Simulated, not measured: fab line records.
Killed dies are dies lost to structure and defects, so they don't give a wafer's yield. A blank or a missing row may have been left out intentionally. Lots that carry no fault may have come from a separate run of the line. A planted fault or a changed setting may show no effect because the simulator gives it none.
Chamber matching ; flow n5_finfet ; N5_PMOS_HMC_CHANNEL_EPI_STRIP_33 on rie_diel-04: 4 sister chambers
The step strips in N2/H2. 4 wafers are shown with their chamber, then 7 later ones without.

EACH WAFER AND ITS CHAMBER
wafer;chamber;showerhead_plenum_p_Torr (Torr)
L446.1;2;3.36
L446.3;0;3.57
L448.1;3;3.36
L448.2;1;3.38

WAFERS WHOSE CHAMBER IS MISSING
wafer;showerhead_plenum_p_Torr (Torr)
L448.6;3.36
L452.1;3.35
L452.2;3.36
L452.4;3.56
L453.1;3.35
L453.2;3.36
L453.4;3.56

WHICH CHAMBER EACH ONE RAN IN
wafer;from the rows above;in truth
L448.6;can't be placed: 2 or 3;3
L452.1;can't be placed: 2 or 3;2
L452.2;can't be placed: 2 or 3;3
L452.4;0;0
L453.1;can't be placed: 2 or 3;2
L453.2;can't be placed: 2 or 3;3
L453.4;0;0
Placed correctly: 2 of 7. Can't be placed from these rows: 5 (the true chamber is among the candidates in 5). Number placed wrongly: 0.
How it was worked out, from the rows above alone: a wafer's distance from a chamber is the root of the sum, over the readings, of the square of ((its reading less the chamber's mean) divided by the reading's scatter). The wafer belongs to the nearest chamber; if the next one is less than 2 further off, it can't be placed. For every chamber, the mean is computed from those of its wafers that are shown. The scatter: root of mean squared gap, hidden wafer to nearest shown wafer, with one shown wafer a chamber.
